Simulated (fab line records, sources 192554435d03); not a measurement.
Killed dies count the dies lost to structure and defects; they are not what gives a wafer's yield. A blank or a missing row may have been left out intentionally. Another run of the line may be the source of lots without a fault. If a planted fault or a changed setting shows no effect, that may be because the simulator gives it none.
Chamber matching || flow n5Finfet || 3 sister chambers for N5_BEOL_M0_SAQP_PECVD_04 on pecvd-02
The step deposits a-Si from SiH4/He, target thk 60 nm, time 60.2 s. 3 wafers are shown with their chamber, then 11 later ones without.

WAFERS, EACH WITH ITS CHAMBER
{"wafer": "L084.1", "chamber": 2, "showerheadPlenumPTorr (Torr)": 5.67}
{"wafer": "L087.6", "chamber": 0, "showerheadPlenumPTorr (Torr)": 5.68}
{"wafer": "L088.1", "chamber": 1, "showerheadPlenumPTorr (Torr)": 5.60}

WAFERS WITH NO CHAMBER GIVEN
{"wafer": "L088.3", "showerheadPlenumPTorr (Torr)": 5.67}
{"wafer": "L088.5", "showerheadPlenumPTorr (Torr)": 5.67}
{"wafer": "L089.3", "showerheadPlenumPTorr (Torr)": 5.69}
{"wafer": "L089.5", "showerheadPlenumPTorr (Torr)": 5.67}
{"wafer": "L089.6", "showerheadPlenumPTorr (Torr)": 5.68}
{"wafer": "L092.1", "showerheadPlenumPTorr (Torr)": 5.62}
{"wafer": "L092.2", "showerheadPlenumPTorr (Torr)": 5.67}
{"wafer": "L092.6", "showerheadPlenumPTorr (Torr)": 5.66}
{"wafer": "L097.2", "showerheadPlenumPTorr (Torr)": 5.66}
{"wafer": "L097.5", "showerheadPlenumPTorr (Torr)": 5.69}
{"wafer": "L097.6", "showerheadPlenumPTorr (Torr)": 5.66}

WHICH CHAMBER EACH WENT THROUGH
{"wafer": "L088.3", "from the rows above": "can't be placed: 2 or 0", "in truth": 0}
{"wafer": "L088.5", "from the rows above": "can't be placed: 2 or 0", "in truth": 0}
{"wafer": "L089.3", "from the rows above": "can't be placed: 0 or 2", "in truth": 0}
{"wafer": "L089.5", "from the rows above": "can't be placed: 2 or 0", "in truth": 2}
{"wafer": "L089.6", "from the rows above": "can't be placed: 0 or 2", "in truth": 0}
{"wafer": "L092.1", "from the rows above": 1, "in truth": 1}
{"wafer": "L092.2", "from the rows above": "can't be placed: 2 or 0", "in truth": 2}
{"wafer": "L092.6", "from the rows above": "can't be placed: 2 or 0", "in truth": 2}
{"wafer": "L097.2", "from the rows above": "can't be placed: 2 or 0", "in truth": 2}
{"wafer": "L097.5", "from the rows above": "can't be placed: 0 or 2", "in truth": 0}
{"wafer": "L097.6", "from the rows above": "can't be placed: 2 or 0", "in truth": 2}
1 of 11 placed correctly. Can't be placed from these rows: 10 (the true chamber is among the candidates in 10). Placed wrongly: 0.
How it was worked out, from the rows above alone: a wafer's distance from a chamber is the root of the sum, over the readings, of the square of ((its reading less the chamber's mean) divided by the reading's scatter). If the next closest chamber is less than 2 further off than the closest, the wafer can't be placed; otherwise it belongs to the closest. A chamber's mean is the mean of its shown wafers. The scatter (one wafer shown for each chamber): square how far every hidden wafer sits from the nearest shown wafer, average those squares and take the square root.
